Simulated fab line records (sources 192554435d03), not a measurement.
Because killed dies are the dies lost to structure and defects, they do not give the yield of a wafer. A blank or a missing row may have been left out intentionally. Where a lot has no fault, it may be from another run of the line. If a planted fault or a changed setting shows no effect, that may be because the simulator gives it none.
fab line records | flow n5Finfet | part 1 of 2: steps 1 to 4 of 6
record: lots: 22 | wafers: 66 | lastDay: 20
route steps=1938 shown BEOL_M10@1470 BEOL_M11@1537
lots with no fault: from the same line, run without faults
startH: hours from the record's opening day to when the first of the lot's shown wafers began | waitH: how many hours have passed since the lot's step before this one | " repeats the value in the row above | L1.1+2: one row covering several wafers at once | - no value present, or no start provided | * or withheld: withheld | < > ~ a bound
route shown NAME@n: a module of which the file shows steps, and the number in the route of the first | usual: mean/standard deviation taken from wafers without a fault | same: alike in all rows | chamber/n: place in a boat | sites: readings site by site | _std_site: standard deviation of those values | _edge_site: the outer-site mean with the inner-site mean subtracted | radiusMm: how far each site lies from the wafer's centre | mask NAME#n: copy n | behind: the most recent tool/chamber to have shaped the wafer | hold: the reason the lot was held/the length of the hold in hours/how it ended | device: the transistor (n, p or np) that didn't switch | end of line: the route-end tests of the same wafers | step lacking rows: just its recipe | killed: dies lost to structure and defects at the first sort, not the wafer's yield | map: a wafer's dies, x killed, . not, _ none there
set.NAME: setting as actually run; set.NAME@STEP: the setting as run at that earlier step | model.NAME: the simulator's own value behind a step, which no gauge read
a sample of lots followed through the steps of the route, with each step as a table and each wafer as a row
services: the hour from which a tool's chamber was out of use, counted from the record's first day as startH (under 0 if before that day), plus the number of hours and why
== steps ==
step: N5_BEOL_M10_ILD_DEP_00
recipe: material: SiCOH_lowk | targetThkA: 3085.1 | tempC: 300 | precursor: DEMS/porogen | pressureTorr: 5 | rfW: 500 | timeS: 58
usual: heaterPowerW: 338/60 | showerheadPlenumPTorr: 5.734/0.017 | susceptorTempC: 299.98/0.17 | throttleValvePct: 13.7/0.46
lot.wafer | tool     | chamber | startH | waitH | heaterPowerW | showerheadPlenumPTorr | sinceWetCleanH | susceptorTempC | throttleValvePct
L074.3    | pecvd-03 | 0       | 251.66 | 0.0   | 289          | 5.767                 | 774            | 300.05         | 13.8
L074.4    | "        | 2       | "      | "     | 385          | 5.729                 | -              | 299.82         | 12.9
L074.5    | "        | 0       | "      | "     | 290          | 5.757                 | -              | 299.89         | 13.8
L075.2    | pecvd-03 | 2       | 283.95 | 0.0   | 384          | 5.747                 | 53             | 300.06         | 12.7
L075.4    | "        | 1       | "      | "     | 251          | 5.767                 | -              | 300.05         | 13.8
L075.6    | "        | 2       | "      | "     | 387          | 5.741                 | -              | 300.09         | 12.6
L076.1    | pecvd-02 | 1       | 290.21 | 0.0   | 345          | 5.708                 | 2082           | 299.95         | 13.9
L076.4    | "        | 2       | "      | "     | 441          | 5.746                 | -              | 300.10         | 13.8
L076.6    | "        | 1       | "      | "     | 344          | 5.713                 | -              | 299.80         | 13.8
L077.1    | pecvd-02 | 0       | 298.58 | 0.0   | 302          | 5.726                 | 1365           | 300.11         | 14.1
L077.2    | "        | 1       | "      | "     | 336          | 5.723                 | 2090           | 299.90         | 13.7
L077.5    | "        | 1       | "      | "     | 356          | 5.734                 | -              | 299.79         | 13.9
L078.1    | pecvd-03 | 2       | 307.96 | 0.0   | 380          | 5.708                 | 77             | 299.89         | 13.0
L078.3    | "        | 1       | "      | "     | 278          | 5.748                 | 1556           | 299.81         | 13.8
L078.4    | "        | 0       | "      | "     | 250          | 5.754                 | -              | 299.94         | 13.9
L080.1    | pecvd-03 | 0       | 314.83 | 0.0   | 288          | 5.752                 | 837            | 300.11         | 13.8
L080.2    | "        | 2       | "      | "     | 413          | 5.730                 | 83             | 300.01         | 12.9
L080.5    | "        | 2       | "      | "     | 336          | 5.735                 | -              | 299.67         | 12.9
L081.1    | pecvd-02 | 0       | 319.83 | 0.0   | 324          | 5.719                 | 1386           | 300.20         | 14.1
L081.3    | "        | 1       | "      | "     | 339          | 5.717                 | 2111           | 300.02         | 13.6
L081.4    | "        | 2       | "      | "     | 472          | 5.744                 | -              | 299.99         | 13.9
L083.1    | pecvd-02 | 1       | 323.70 | 0.0   | 371          | 5.708                 | 2115           | 299.87         | 13.7
L083.5    | "        | 0       | "      | "     | 293          | 5.725                 | -              | 300.01         | 14.2
L083.6    | "        | 1       | "      | "     | 300          | 5.709                 | -              | 299.82         | 13.7
L082.3    | pecvd-02 | 0       | 328.06 | 0.0   | 309          | 5.731                 | 1394           | 299.80         | 14.1
L082.5    | "        | 2       | "      | "     | 459          | 5.727                 | -              | 300.07         | 13.6
L082.6    | "        | 0       | "      | "     | 317          | 5.709                 | -              | 299.80         | 13.8
L084.3    | pecvd-02 | 1       | 330.29 | 0.0   | 375          | 5.716                 | 2122           | 299.85         | 13.6
L084.5    | "        | 1       | "      | "     | 285          | 5.718                 | -              | 300.19         | 13.9
L084.6    | "        | 0       | "      | "     | 319          | 5.702                 | -              | 300.04         | 14.1
L085.3    | pecvd-01 | 2       | 341.42 | 0.1   | 315          | 5.730                 | -              | 300.22         | 13.2
L085.4    | "        | 1       | "      | "     | 392          | 5.718                 | -              | 299.94         | 14.4
L085.6    | "        | 1       | "      | "     | 388          | 5.727                 | -              | 299.75         | 14.4
L086.2    | pecvd-03 | 0       | 343.25 | 0.0   | 244          | 5.755                 | 866            | 299.57         | 14.0
L086.3    | "        | 1       | "      | "     | 284          | 5.759                 | 1591           | 300.12         | 13.9
L086.6    | "        | 0       | "      | "     | 258          | 5.735                 | -              | 299.50         | 13.9
L088.3    | pecvd-03 | 2       | 356.65 | 0.0   | 364          | 5.725                 | 125            | 300.02         | 13.0
L088.5    | "        | 2       | "      | "     | 391          | 5.730                 | -              | 300.09         | 13.0
L088.6    | "        | 0       | "      | "     | 240          | 5.761                 | -              | 299.97         | 14.1
L087.3    | pecvd-02 | 0       | 361.18 | 0.0   | 306          | 5.717                 | 1428           | 300.04         | 14.2
L087.4    | "        | 0       | "      | "     | 314          | 5.719                 | -              | 299.86         | 14.4
L087.6    | "        | 1       | "      | "     | 349          | 5.735                 | -              | 300.36         | 14.0
L089.2    | pecvd-02 | 0       | 364.03 | 0.0   | 313          | 5.724                 | 1430           | 300.02         | 14.3
L089.4    | "        | 0       | "      | "     | 320          | 5.737                 | -              | 299.71         | 14.3
L089.5    | "        | 1       | "      | "     | 304          | 5.705                 | -              | 300.26         | 13.8
L090.2    | pecvd-02 | 0       | 365.64 | 0.0   | 309          | 5.725                 | 1432           | 299.84         | 14.0
L090.4    | "        | 2       | "      | "     | 420          | 5.735                 | -              | 299.89         | 13.6
L090.5    | "        | 1       | "      | "     | 348          | 5.711                 | -              | 299.80         | 13.6
L091.1    | pecvd-02 | 0       | 372.25 | 0.0   | 317          | 5.726                 | 1439           | 300.07         | 14.2
L091.3    | "        | 2       | "      | "     | 465          | 5.746                 | 685            | 300.29         | 13.8
L091.4    | "        | 1       | "      | "     | 368          | 5.718                 | -              | 299.93         | 13.9
L093.3    | pecvd-03 | 1       | 372.79 | 0.0   | 269          | 5.758                 | 1620           | 299.93         | 13.8
L093.5    | "        | 2       | "      | "     | 393          | 5.734                 | -              | 300.22         | 13.3
L093.6    | "        | 1       | "      | "     | 279          | 5.759                 | -              | 300.03         | 13.9
L097.1    | pecvd-01 | 0       | 402.66 | 0.0   | 317          | 5.736                 | 64             | 299.96         | 12.4
L097.2    | "        | 2       | "      | "     | 335          | 5.730                 | 342            | 300.18         | 13.2
L097.6    | "        | 0       | "      | "     | 314          | 5.739                 | -              | 300.07         | 12.6
L096.1    | pecvd-01 | 0       | 402.90 | 0.0   | 314          | 5.749                 | 64             | 300.08         | 12.7
L096.3    | "        | 2       | "      | "     | 314          | 5.732                 | 342            | 300.05         | 13.4
L096.6    | "        | 1       | "      | "     | 369          | 5.719                 | -              | 299.99         | 14.3
L079.1    | pecvd-03 | 1       | 403.76 | 0.0   | 311          | 5.765                 | 1651           | 299.85         | 13.7
L079.2    | "        | 0       | "      | "     | 284          | 5.749                 | 926            | 300.08         | 13.7
L079.6    | "        | 2       | "      | "     | 411          | 5.728                 | -              | 299.79         | 12.8
L095.1    | pecvd-02 | 0       | 427.01 | 0.0   | 294          | 5.727                 | 1493           | 299.83         | 14.0
L095.4    | "        | 1       | "      | "     | 316          | 5.722                 | -              | 299.73         | 12.6
L095.6    | "        | 2       | "      | "     | 464          | 5.738                 | -              | 300.08         | 13.7
step: N5_BEOL_M10_ETCH_62
recipe: chemistry: N2/H2 | target: SOC | targetDepthA: 1100 | overetchA: 220 | maskMaterial: SiARC | tempC: 40 | timeS: 165 | ionEnergyEv: 200 | pressureMtorr: 30 | sourceW: 840 | biasW: 150 | n2FlowSccm: 200 | h2FlowSccm: 200
usual: drypumpMotorCurrentA: 5.8/0.42 | oesProductAu: 0.68/0.082 | rfVppV: 523.8/1.5 | showerheadPlenumPTorr: 2.54/0.05 | tempC: 40.02/0.1 | throttleValvePct: 17.76/0.23
lot.wafer | tool       | chamber | startH | waitH | drypumpMotorCurrentA | oesProductAu | rfHoursCounterH | rfVppV | showerheadPlenumPTorr | tempC | throttleValvePct
L074.3    | rieDiel-04 | 3       | 255.74 | 0.0   | 5.3                  | 0.57         | 244             | 525.4  | 2.61                  | 40.24 | 18.06
L074.4    | "          | 3       | "      | "     | 5.4                  | 0.56         | -               | 525.3  | 2.61                  | 40.21 | 18.07
L074.5    | "          | 2       | "      | "     | 6.2                  | 0.61         | -               | 523.2  | 2.51                  | 40.01 | 17.84
L075.2    | rieDiel-02 | 1       | 287.67 | 0.0   | 5.7                  | 0.59         | 221             | 523.4  | 2.52                  | 40.10 | 18.02
L075.4    | "          | 2       | "      | "     | 4.9                  | 0.60         | 211             | 523.0  | 2.52                  | 40.09 | 18.19
L075.6    | "          | 2       | "      | "     | 4.9                  | 0.59         | -               | 523.6  | 2.52                  | 40.02 | 18.20
L076.1    | rieDiel-05 | 3       | 292.51 | 0.0   | 5.5                  | 0.61         | 208             | 525.3  | 2.63                  | 40.04 | 17.83
L076.4    | "          | 2       | "      | "     | 5.7                  | 0.59         | 238             | 521.7  | 2.50                  | 39.94 | 17.71
L076.6    | "          | 3       | "      | "     | 5.5                  | 0.61         | -               | 525.8  | 2.63                  | 40.12 | 17.83
L077.1    | rieDiel-04 | 2       | 301.07 | 0.0   | 6.2                  | 0.60         | 229             | 523.5  | 2.51                  | 40.04 | 17.85
L077.2    | "          | 3       | "      | "     | 5.4                  | 0.81         | 5               | 524.1  | 2.60                  | 39.87 | 17.67
L077.5    | "          | 2       | "      | "     | 6.2                  | 0.61         | -               | 523.6  | 2.51                  | 39.91 | 17.87
L078.1    | rieDiel-02 | 2       | 309.87 | 0.0   | 4.9                  | 0.60         | 217             | 523.0  | 2.51                  | 39.98 | 18.21
L078.3    | "          | 3       | "      | "     | 5.8                  | 0.78         | 16              | 524.8  | 2.60                  | 40.05 | 17.69
L078.4    | "          | 0       | "      | "     | 6.2                  | 0.68         | 114             | 523.8  | 2.55                  | 39.96 | 17.78
L080.1    | rieDiel-04 | 3       | 317.46 | 0.0   | 5.3                  | 0.79         | 12              | 525.6  | 2.60                  | 40.10 | 17.69
L080.2    | "          | 0       | "      | "     | 6.0                  | 0.75         | 18              | 521.8  | 2.50                  | 39.92 | 17.46
L080.5    | "          | 3       | "      | "     | 5.3                  | 0.80         | -               | 527.2  | 2.60                  | 40.00 | 17.70
L081.1    | rieDiel-02 | 0       | 321.86 | 0.0   | 6.2                  | 0.67         | 119             | 525.2  | 2.55                  | 39.95 | 17.78
L081.3    | "          | 1       | "      | "     | 5.7                  | 0.58         | 233             | 522.4  | 2.51                  | 39.78 | 18.04
L081.4    | "          | 3       | "      | "     | 5.8                  | 0.77         | 21              | 526.5  | 2.60                  | 40.17 | 17.71
L083.1    | rieDiel-02 | 3       | 327.22 | 0.0   | 5.8                  | 0.78         | 22              | 525.7  | 2.60                  | 40.02 | 17.73
L083.5    | "          | 3       | "      | "     | 5.8                  | 0.77         | -               | 524.8  | 2.60                  | 39.92 | 17.70
L083.6    | "          | 2       | "      | "     | 4.9                  | 0.59         | -               | 522.8  | 2.51                  | 40.04 | 18.22
L082.3    | rieDiel-04 | 0       | 330.64 | 0.0   | 6.0                  | 0.75         | 23              | 522.9  | 2.49                  | 40.17 | 17.46
L082.5    | "          | 1       | "      | "     | 5.3                  | 0.80         | -               | 525.8  | 2.61                  | 39.94 | 17.41
L082.6    | "          | 2       | "      | "     | 6.3                  | 0.59         | -               | 522.6  | 2.50                  | 39.99 | 17.88
L084.3    | rieDiel-05 | 0       | 332.13 | 0.0   | 6.1                  | 0.60         | 184             | 524.1  | 2.53                  | 39.90 | 17.91
L084.5    | "          | 0       | "      | "     | 6.2                  | 0.61         | -               | 523.8  | 2.53                  | 40.02 | 17.91
L084.6    | "          | 1       | "      | "     | 6.3                  | 0.68         | -               | 522.1  | 2.46                  | 40.09 | 17.48
L085.3    | rieDiel-02 | 0       | 343.76 | 0.0   | 6.2                  | 0.66         | 127             | 523.6  | 2.55                  | 39.87 | 17.80
L085.4    | "          | 1       | "      | "     | 5.7                  | 0.58         | 241             | 523.1  | 2.51                  | 39.86 | 18.05
L085.6    | "          | 3       | "      | "     | 5.8                  | 0.76         | -               | 525.8  | 2.60                  | 40.11 | 17.72
L086.2    | rieDiel-04 | 3       | 344.60 | 0.0   | 5.4                  | 0.78         | 20              | 525.7  | 2.59                  | 39.97 | 17.68
L086.3    | "          | 2       | "      | "     | 6.3                  | 0.59         | 245             | 523.5  | 2.50                  | 40.08 | 17.89
L086.6    | "          | 2       | "      | "     | 6.2                  | 0.59         | -               | 523.4  | 2.50                  | 39.99 | 17.91
L088.3    | rieDiel-04 | 3       | 359.22 | 0.0   | 5.3                  | 0.76         | 25              | 525.9  | 2.59                  | 40.04 | 17.72
L088.5    | "          | 3       | "      | "     | 5.3                  | 0.76         | -               | 525.4  | 2.59                  | 40.06 | 17.70
L088.6    | "          | 2       | "      | "     | 6.3                  | 0.59         | -               | 523.0  | 2.50                  | 39.96 | 17.90
L087.3    | rieDiel-02 | 0       | 364.30 | 0.0   | 6.2                  | 0.66         | 133             | 523.2  | 2.54                  | 40.12 | 17.82
L087.4    | "          | 3       | "      | "     | 5.8                  | 0.75         | -               | 525.8  | 2.59                  | 40.23 | 17.71
L087.6    | "          | 1       | "      | "     | 5.7                  | 0.58         | -               | 522.3  | 2.51                  | 39.94 | 18.07
L089.2    | rieDiel-05 | 3       | 370.33 | 0.0   | 5.5                  | 0.59         | 240             | 525.4  | 2.61                  | 40.08 | 17.89
L089.4    | "          | 2       | "      | "     | 5.7                  | 0.81         | 4               | 523.0  | 2.50                  | 39.87 | 17.30
L089.5    | "          | 1       | "      | "     | 6.3                  | 0.66         | -               | 521.2  | 2.45                  | 39.99 | 17.51
L090.2    | rieDiel-04 | 1       | 370.49 | 0.0   | 5.3                  | 0.75         | 20              | 525.2  | 2.60                  | 39.97 | 17.46
L090.4    | "          | 0       | "      | "     | 6.0                  | 0.72         | -               | 522.4  | 2.49                  | 40.07 | 17.50
L090.5    | "          | 1       | "      | "     | 5.3                  | 0.77         | -               | 525.9  | 2.60                  | 40.03 | 17.45
L091.1    | rieDiel-02 | 0       | 373.70 | 0.0   | 6.2                  | 0.66         | 136             | 524.2  | 2.54                  | 39.98 | 17.80
L091.3    | "          | 1       | "      | "     | 5.7                  | 0.58         | 251             | 523.4  | 2.51                  | 39.96 | 18.07
L091.4    | "          | 0       | "      | "     | 6.2                  | 0.66         | -               | 523.2  | 2.54                  | 39.85 | 17.81
L093.3    | rieDiel-05 | 0       | 375.54 | 0.0   | 6.2                  | 0.59         | 203             | 523.2  | 2.52                  | 40.10 | 17.94
L093.5    | "          | 0       | "      | "     | 6.2                  | 0.59         | -               | 523.2  | 2.52                  | 40.05 | 17.93
L093.6    | "          | 1       | "      | "     | 6.4                  | 0.66         | -               | 521.4  | 2.45                  | 40.09 | 17.51
L097.1    | rieDiel-04 | 2       | 405.79 | 0.0   | 6.2                  | 0.79         | 11              | 522.4  | 2.49                  | 39.97 | 17.49
L097.2    | "          | 0       | "      | "     | 6.0                  | 0.71         | 53              | 521.1  | 2.48                  | 39.98 | 17.52
L097.6    | "          | 2       | "      | "     | 6.2                  | 0.79         | -               | 522.1  | 2.49                  | 40.07 | 17.50
L096.1    | rieDiel-04 | 3       | 406.23 | 0.0   | 5.4                  | 0.74         | 42              | 526.2  | 2.59                  | 40.07 | 17.74
L096.3    | "          | 2       | "      | "     | 6.3                  | 0.79         | 11              | 524.2  | 2.49                  | 39.94 | 17.50
L096.6    | "          | 3       | "      | "     | 5.4                  | 0.74         | -               | 525.7  | 2.59                  | 40.19 | 17.72
L079.1    | rieDiel-02 | 3       | 406.50 | 0.0   | 5.8                  | 0.73         | 53              | 525.5  | 2.59                  | 40.21 | 17.76
L079.2    | "          | 0       | "      | "     | 6.2                  | 0.64         | 150             | 523.0  | 2.54                  | 40.13 | 17.83
L079.6    | "          | 0       | "      | "     | 6.3                  | 0.64         | -               | 522.7  | 2.54                  | 40.03 | 17.85
L095.1    | rieDiel-02 | 3       | 429.89 | 0.0   | 5.8                  | 0.71         | 63              | 524.2  | 2.58                  | 40.13 | 17.78
L095.4    | "          | 1       | "      | "     | 5.7                  | 0.81         | -               | 521.8  | 2.50                  | 39.83 | 17.59
L095.6    | "          | 3       | "      | "     | 5.8                  | 0.72         | -               | 524.9  | 2.58                  | 40.03 | 17.78
step: N5_BEOL_M10_CD_MEAS_18
recipe: pitchNm: 140 | targetCdNm: 70
usual: cdNm: 70.0/0.53
lot.wafer | tool     | chamber | startH | waitH | cdNm
L074.3    | cdSem-02 | -       | 256.13 | 0.1   | 70.3
L074.4    | "        | -       | "      | "     | 70.3
L074.5    | "        | -       | "      | "     | 69.8
L075.2    | cdSem-01 | -       | 288.04 | 0.1   | 70.7
L075.4    | "        | -       | "      | "     | 70.1
L075.6    | "        | -       | "      | "     | 70.6
L076.1    | cdSem-03 | -       | 292.91 | 0.1   | 70.0
L076.4    | "        | -       | "      | "     | 69.8
L076.6    | "        | -       | "      | "     | 68.9
L077.1    | cdSem-03 | -       | 301.44 | 0.0   | 69.9
L077.2    | "        | -       | "      | "     | 69.8
L077.5    | "        | -       | "      | "     | 70.6
L078.1    | cdSem-03 | -       | 310.41 | 0.0   | 70.0
L078.3    | "        | -       | "      | "     | 70.3
L078.4    | "        | -       | "      | "     | 70.2
L080.1    | cdSem-02 | -       | 317.92 | 0.0   | 70.7
L080.2    | "        | -       | "      | "     | 69.8
L080.5    | "        | -       | "      | "     | 69.8
L081.1    | cdSem-01 | -       | 322.23 | 0.0   | 70.0
L081.3    | "        | -       | "      | "     | 70.0
L081.4    | "        | -       | "      | "     | 69.8
L083.1    | cdSem-01 | -       | 327.59 | 0.0   | 69.7
L083.5    | "        | -       | "      | "     | 70.2
L083.6    | "        | -       | "      | "     | 69.9
L082.3    | cdSem-01 | -       | 331.04 | 0.1   | 70.2
L082.5    | "        | -       | "      | "     | 70.3
L082.6    | "        | -       | "      | "     | 70.1
L084.3    | cdSem-01 | -       | 332.51 | 0.1   | 70.5
L084.5    | "        | -       | "      | "     | 70.0
L084.6    | "        | -       | "      | "     | 69.7
L085.3    | cdSem-02 | -       | 344.14 | 0.1   | 69.8
L085.4    | "        | -       | "      | "     | 69.0
L085.6    | "        | -       | "      | "     | 70.2
L086.2    | cdSem-03 | -       | 344.97 | 0.1   | 70.2
L086.3    | "        | -       | "      | "     | 69.7
L086.6    | "        | -       | "      | "     | 69.2
L088.3    | cdSem-01 | -       | 359.60 | 0.1   | 69.3
L088.5    | "        | -       | "      | "     | 69.4
L088.6    | "        | -       | "      | "     | 70.0
L087.3    | cdSem-02 | -       | 364.70 | 0.1   | 70.0
L087.4    | "        | -       | "      | "     | 70.6
L087.6    | "        | -       | "      | "     | 70.5
L089.2    | cdSem-02 | -       | 370.70 | 0.1   | 70.1
L089.4    | "        | -       | "      | "     | 69.7
L089.5    | "        | -       | "      | "     | 69.1
L090.2    | cdSem-01 | -       | 370.86 | 0.1   | 70.0
L090.4    | "        | -       | "      | "     | 70.9
L090.5    | "        | -       | "      | "     | 70.4
L091.1    | cdSem-03 | -       | 374.08 | 0.1   | 69.4
L091.3    | "        | -       | "      | "     | 70.1
L091.4    | "        | -       | "      | "     | 70.4
L093.3    | cdSem-01 | -       | 376.20 | 0.1   | 68.5
L093.5    | "        | -       | "      | "     | 69.2
L093.6    | "        | -       | "      | "     | 69.5
L097.1    | cdSem-02 | -       | 406.16 | 0.0   | 70.0
L097.2    | "        | -       | "      | "     | 69.4
L097.6    | "        | -       | "      | "     | 69.9
L096.1    | cdSem-02 | -       | 406.64 | 0.0   | 69.3
L096.3    | "        | -       | "      | "     | 69.9
L096.6    | "        | -       | "      | "     | 69.5
L079.1    | cdSem-03 | -       | 406.87 | 0.0   | 69.7
L079.2    | "        | -       | "      | "     | 70.4
L079.6    | "        | -       | "      | "     | 71.2
L095.1    | cdSem-03 | -       | 430.29 | 0.0   | 71.5
L095.4    | "        | -       | "      | "     | 71.1
L095.6    | "        | -       | "      | "     | 71.0
step: N5_BEOL_M10_DESCUM_33
recipe: chemistry: O2 | timeS: 7.9 | sourcePowerW: 50 | biasPowerW: 20 | pressureMtorr: 20 | rfFrequencyHz: 2.712e+07 | tempC: 40 | resist: CAR-ArF | o2FlowSccm: 225
usual: drypumpMotorCurrentA: 5.8/0.42 | oesProductAu: 0.82/0.1 | rfVppV: 243.0/1.2 | showerheadPlenumPTorr: 2.09/0.039 | tempC: 39.98/0.1 | throttleValvePct: 20.29/0.22
lot.wafer | tool       | chamber | startH | waitH | drypumpMotorCurrentA | oesProductAu | rfHoursCounterH | rfVppV | showerheadPlenumPTorr | tempC | throttleValvePct
L074.3    | rieDiel-02 | 0       | 257.76 | 0.0   | 6.2                  | 0.83         | 93              | 244.6  | 2.12                  | 39.90 | 20.42
L074.4    | "          | 0       | "      | "     | 6.2                  | 0.82         | -               | 244.3  | 2.12                  | 39.94 | 20.43
L074.5    | "          | 2       | "      | "     | 4.9                  | 0.72         | -               | 243.2  | 2.08                  | 40.07 | 20.71
L075.2    | rieDiel-04 | 3       | 290.47 | 0.0   | 5.3                  | 0.99         | 1               | 244.4  | 2.14                  | 39.88 | 20.22
L075.4    | "          | 1       | "      | "     | 5.4                  | 0.67         | 250             | 244.9  | 2.13                  | 39.96 | 20.40
L075.6    | "          | 0       | "      | "     | 6.0                  | 0.93         | -               | 242.3  | 2.05                  | 40.00 | 19.99
L076.1    | rieDiel-04 | 3       | 295.11 | 0.0   | 5.3                  | 0.98         | 3               | 243.6  | 2.14                  | 39.93 | 20.22
L076.4    | "          | 0       | "      | "     | 6.0                  | 0.93         | -               | 241.3  | 2.06                  | 40.08 | 20.00
L076.6    | "          | 3       | "      | "     | 5.3                  | 0.98         | -               | 242.9  | 2.14                  | 39.98 | 20.23
L077.1    | rieDiel-04 | 0       | 302.27 | 0.3   | 6.0                  | 0.92         | 12              | 241.4  | 2.05                  | 40.09 | 20.02
L077.2    | "          | 3       | "      | "     | 5.3                  | 0.96         | 6               | 244.5  | 2.14                  | 39.77 | 20.23
L077.5    | "          | 0       | "      | "     | 6.0                  | 0.92         | -               | 242.4  | 2.05                  | 40.08 | 20.02
L078.1    | rieDiel-04 | 2       | 311.79 | 0.0   | 6.2                  | 0.70         | 234             | 242.9  | 2.07                  | 39.93 | 20.51
L078.3    | "          | 3       | "      | "     | 5.3                  | 0.95         | 10              | 243.2  | 2.13                  | 39.93 | 20.24
L078.4    | "          | 3       | "      | "     | 5.3                  | 0.95         | -               | 245.6  | 2.13                  | 39.92 | 20.23
L080.1    | rieDiel-05 | 3       | 320.76 | 0.0   | 5.5                  | 0.71         | 218             | 243.7  | 2.15                  | 40.04 | 20.37
L080.2    | "          | 2       | "      | "     | 5.7                  | 0.70         | 247             | 242.7  | 2.07                  | 39.94 | 20.35
L080.5    | "          | 0       | "      | "     | 6.1                  | 0.71         | -               | 242.2  | 2.08                  | 39.90 | 20.54
L081.1    | rieDiel-04 | 3       | 322.73 | 0.0   | 5.3                  | 0.93         | 14              | 244.3  | 2.13                  | 39.90 | 20.25
L081.3    | "          | 1       | "      | "     | 5.3                  | 0.96         | 3               | 245.1  | 2.13                  | 39.84 | 19.99
L081.4    | "          | 0       | "      | "     | 6.0                  | 0.90         | 20              | 243.5  | 2.05                  | 40.02 | 20.02
L083.1    | rieDiel-04 | 2       | 328.71 | 0.0   | 6.2                  | 0.70         | 239             | 242.9  | 2.07                  | 39.98 | 20.51
L083.5    | "          | 1       | "      | "     | 5.3                  | 0.96         | -               | 243.8  | 2.13                  | 39.99 | 20.00
L083.6    | "          | 0       | "      | "     | 6.0                  | 0.89         | -               | 243.2  | 2.05                  | 39.82 | 20.01
L082.3    | rieDiel-04 | 0       | 331.80 | 0.0   | 6.0                  | 0.89         | 23              | 242.9  | 2.05                  | 40.04 | 20.03
L082.5    | "          | 1       | "      | "     | 5.3                  | 0.94         | -               | 243.2  | 2.13                  | 39.96 | 19.99
L082.6    | "          | 0       | "      | "     | 6.0                  | 0.89         | -               | 242.5  | 2.05                  | 40.14 | 20.01
L084.3    | rieDiel-04 | 3       | 334.67 | 0.1   | 5.3                  | 0.93         | 17              | 244.6  | 2.13                  | 39.91 | 20.26
L084.5    | "          | 3       | "      | "     | 5.3                  | 0.93         | -               | 245.0  | 2.13                  | 39.94 | 20.25
L084.6    | "          | 0       | "      | "     | 6.0                  | 0.89         | -               | 243.1  | 2.05                  | 40.00 | 20.04
L086.2    | rieDiel-02 | 1       | 346.00 | 0.0   | 5.7                  | 0.68         | 241             | 242.0  | 2.05                  | 39.98 | 20.56
L086.3    | "          | 2       | "      | "     | 4.9                  | 0.69         | 229             | 244.2  | 2.07                  | 39.90 | 20.78
L086.6    | "          | 3       | "      | "     | 5.8                  | 0.90         | -               | 244.2  | 2.12                  | 39.98 | 20.21
L085.3    | rieDiel-05 | 0       | 346.69 | 0.4   | 6.1                  | 0.70         | 191             | 242.3  | 2.08                  | 39.90 | 20.53
L085.4    | "          | 3       | "      | "     | 5.5                  | 0.70         | -               | 243.7  | 2.15                  | 39.85 | 20.40
L085.6    | "          | 0       | "      | "     | 6.1                  | 0.70         | -               | 240.9  | 2.08                  | 39.91 | 20.52
L088.3    | rieDiel-05 | 1       | 360.22 | 0.0   | 6.3                  | 0.79         | 104             | 242.1  | 2.02                  | 40.01 | 20.23
L088.5    | "          | 0       | "      | "     | 6.1                  | 0.70         | -               | 240.9  | 2.07                  | 39.97 | 20.56
L088.6    | "          | 3       | "      | "     | 5.5                  | 0.69         | -               | 244.9  | 2.15                  | 40.04 | 20.42
L087.3    | rieDiel-04 | 1       | 369.18 | 0.0   | 5.3                  | 0.90         | 19              | 244.1  | 2.13                  | 39.79 | 20.02
L087.4    | "          | 0       | "      | "     | 6.0                  | 0.86         | -               | 240.9  | 2.04                  | 39.74 | 20.05
L087.6    | "          | 1       | "      | "     | 5.3                  | 0.91         | -               | 242.7  | 2.13                  | 39.86 | 20.02
L089.2    | rieDiel-04 | 0       | 371.07 | 0.0   | 6.0                  | 0.87         | 39              | 241.4  | 2.04                  | 40.02 | 20.06
L089.4    | "          | 1       | "      | "     | 5.3                  | 0.90         | -               | 245.3  | 2.13                  | 39.94 | 20.03
L089.5    | "          | 0       | "      | "     | 6.0                  | 0.86         | -               | 241.8  | 2.04                  | 40.02 | 20.06
L090.2    | rieDiel-05 | 0       | 371.60 | 0.2   | 6.1                  | 0.69         | 201             | 242.8  | 2.07                  | 39.81 | 20.56
L090.4    | "          | 1       | "      | "     | 6.3                  | 0.78         | 108             | 243.4  | 2.02                  | 39.86 | 20.25
L090.5    | "          | 3       | "      | "     | 5.5                  | 0.69         | -               | 243.7  | 2.14                  | 40.05 | 20.41
L091.1    | rieDiel-05 | 0       | 374.74 | 0.2   | 6.1                  | 0.68         | 203             | 242.6  | 2.07                  | 39.90 | 20.56
L091.3    | "          | 1       | "      | "     | 6.3                  | 0.79         | 109             | 242.8  | 2.02                  | 39.91 | 20.25
L091.4    | "          | 2       | "      | "     | 5.7                  | 0.95         | 6               | 241.6  | 2.06                  | 39.89 | 19.97
L093.3    | rieDiel-05 | 3       | 378.63 | 0.1   | 5.5                  | 0.69         | 244             | 242.9  | 2.14                  | 39.82 | 20.42
L093.5    | "          | 0       | "      | "     | 6.1                  | 0.70         | -               | 242.2  | 2.07                  | 40.07 | 20.56
L093.6    | "          | 1       | "      | "     | 6.3                  | 0.79         | -               | 241.9  | 2.02                  | 40.10 | 20.26
L097.1    | rieDiel-04 | 3       | 407.63 | 0.0   | 5.3                  | 0.87         | 43              | 243.3  | 2.12                  | 40.06 | 20.28
L097.2    | "          | 2       | "      | "     | 6.2                  | 0.94         | 12              | 241.6  | 2.06                  | 40.13 | 20.20
L097.6    | "          | 2       | "      | "     | 6.3                  | 0.94         | -               | 241.9  | 2.06                  | 40.08 | 20.20
L079.1    | rieDiel-02 | 0       | 407.78 | 0.0   | 6.2                  | 0.76         | 151             | 244.0  | 2.10                  | 40.08 | 20.52
L079.2    | "          | 2       | "      | "     | 4.9                  | 0.68         | 246             | 242.8  | 2.06                  | 39.99 | 20.80
L079.6    | "          | 2       | "      | "     | 4.9                  | 0.67         | -               | 243.5  | 2.06                  | 39.99 | 20.78
L096.1    | rieDiel-02 | 3       | 408.37 | 0.6   | 5.9                  | 0.86         | 53              | 243.6  | 2.12                  | 39.94 | 20.25
L096.3    | "          | 2       | "      | "     | 4.9                  | 0.67         | 247             | 242.6  | 2.06                  | 40.03 | 20.82
L096.6    | "          | 3       | "      | "     | 5.8                  | 0.86         | -               | 243.2  | 2.12                  | 39.88 | 20.26
L095.1    | rieDiel-04 | 3       | 432.31 | 0.0   | 5.3                  | 0.86         | 52              | 242.9  | 2.12                  | 40.15 | 20.30
L095.4    | "          | 1       | "      | "     | 5.3                  | 0.85         | 45              | 243.1  | 2.12                  | 40.00 | 20.04
L095.6    | "          | 0       | "      | "     | 6.0                  | 0.83         | -               | 243.1  | 2.04                  | 40.15 | 20.09
